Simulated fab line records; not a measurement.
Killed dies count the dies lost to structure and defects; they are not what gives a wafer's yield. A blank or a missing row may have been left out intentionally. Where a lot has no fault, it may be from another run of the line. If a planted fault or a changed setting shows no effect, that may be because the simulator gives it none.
A struck lot beside a sound one / flow nand_harc / 12 steps out of a route of 1159
Sound: these wafers, L950.1, L950.2, L950.5. Struck: wafer L947.1 (L947.3, L947.6, from the same lot, were not struck and are left out); the cause is given at the end.
Order at every step that has rows: each side's tool, ch and its chambers, its first start. Under that, the readings that differ: sound wafers / struck wafers / difference of the means / sigmas: that difference in standard deviations of wafers without a fault.
alike: readings whose means differ by less than 2 such deviations, and words and numbers that are the same on both sides. not compared: withheld readings, readings that some wafer has no value for, bounds like >300 that may hide the same value, and numbers for which the record gives no deviation and whose values overlap.
A row with sigmas, a row that says differs or no value, or rows on one side alone: a step with any of these is where the two part. Numbers that have no deviation but don't overlap get no sigmas and don't part them. Lack of a reading on every wafer of one side parts them only where that side has two or more wafers.

first, 1 step without rows for these wafers: NHARC_A_SLIT_SRD_20.
NHARC_A_SLIT_CD_MEAS_21:
  sound: cd_sem-02 at day 18 19:05; struck: cd_sem-01 at day 17 20:20
  alike: cd_nm
then, 3 steps without rows for these wafers: NHARC_A_SIN_REMOVE_WET_00 (chemistry H3PO4, time 15300 s); NHARC_A_SIN_REMOVE_PRECLEAN_01 (cleans in SC1); NHARC_A_SIN_REMOVE_SRD_02.
NHARC_A_SIN_REMOVE_INSPECT_04:
  sound: defect_inspect-01 at day 19 01:31; struck: defect_inspect-01 at day 18 04:06
  alike: raw_defect_count
NHARC_A_WL_FILL_ALD_00: deposits Al2O3, target thk 3 nm, pulse time 3 s, ald cycles 30.
  sound on ald_hk-04 ch 1,3, day 19 01:35; struck on ald_hk-03 ch 0, day 18 08:57
  alike: heater_power_w, precursor_pulse_height_rel
NHARC_A_WL_FILL_RTA_01: time 5 s.
  sound on rtp_anneal-02 ch 0, day 19 02:06; struck on rtp_anneal-02 ch 0, day 18 09:13
  alike: anneal_temp_c_max, lamp_power_pct, lamp_zone_5_pct, lamp_zone_6_pct, wafer_temp_C_max
NHARC_A_WL_FILL_ALD_02: deposits TiN, target thk 2 nm, pulse time 3 s, ald cycles 100.
  sound on ald_metal-04 ch 0,1,2, day 19 02:19; struck on ald_metal-02 ch 2, day 18 09:26
  alike: heater_power_w, precursor_pulse_height_rel
NHARC_A_WL_FILL_CVD_03: deposits W, target thk 40 nm, time 3302 s.
  sound on cvd_w-01 ch 0,1, day 19 02:45; struck on cvd_w-01 ch 0, day 18 09:52
  alike: heater_power_w, mfc_wf6_sccm, throttle_valve_pct
NHARC_A_WL_FILL_ETCHBACK_04: etches the open film in NF3, target depth 60 nm, time 120 s.
  sound on rie_metal-01 ch 0,1, day 19 06:07; struck on rie_metal-02 ch 1, day 18 13:09
reading=oes_product_au (a.u.); sound=1.011 1.000 1.017; struck=0.786; difference=-0.223; sigmas=-20
  alike: drypump_motor_current_A
  not compared: rf_hours_counter_h
NHARC_A_WL_FILL_ETCHBACK_05: etches the open film in Cl2/BCl3, target depth 22 nm, time 60 s.
  sound on rie_metal-01 ch 0,1, day 19 06:21; struck on rie_metal-02 ch 0, day 18 13:24
  alike: drypump_motor_current_A, oes_product_au
  not compared: rf_hours_counter_h

== WHERE THEY PART ==
NHARC_A_WL_FILL_ETCHBACK_04 only, going by this record. Later steps at which nothing parts them and some readings are alike: NHARC_A_WL_FILL_ETCHBACK_05.

WHY: the cause the simulator had injected
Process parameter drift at NHARC_A_WL_FILL_ETCHBACK_04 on rie_metal-02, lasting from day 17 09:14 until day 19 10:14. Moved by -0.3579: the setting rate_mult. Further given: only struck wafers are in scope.
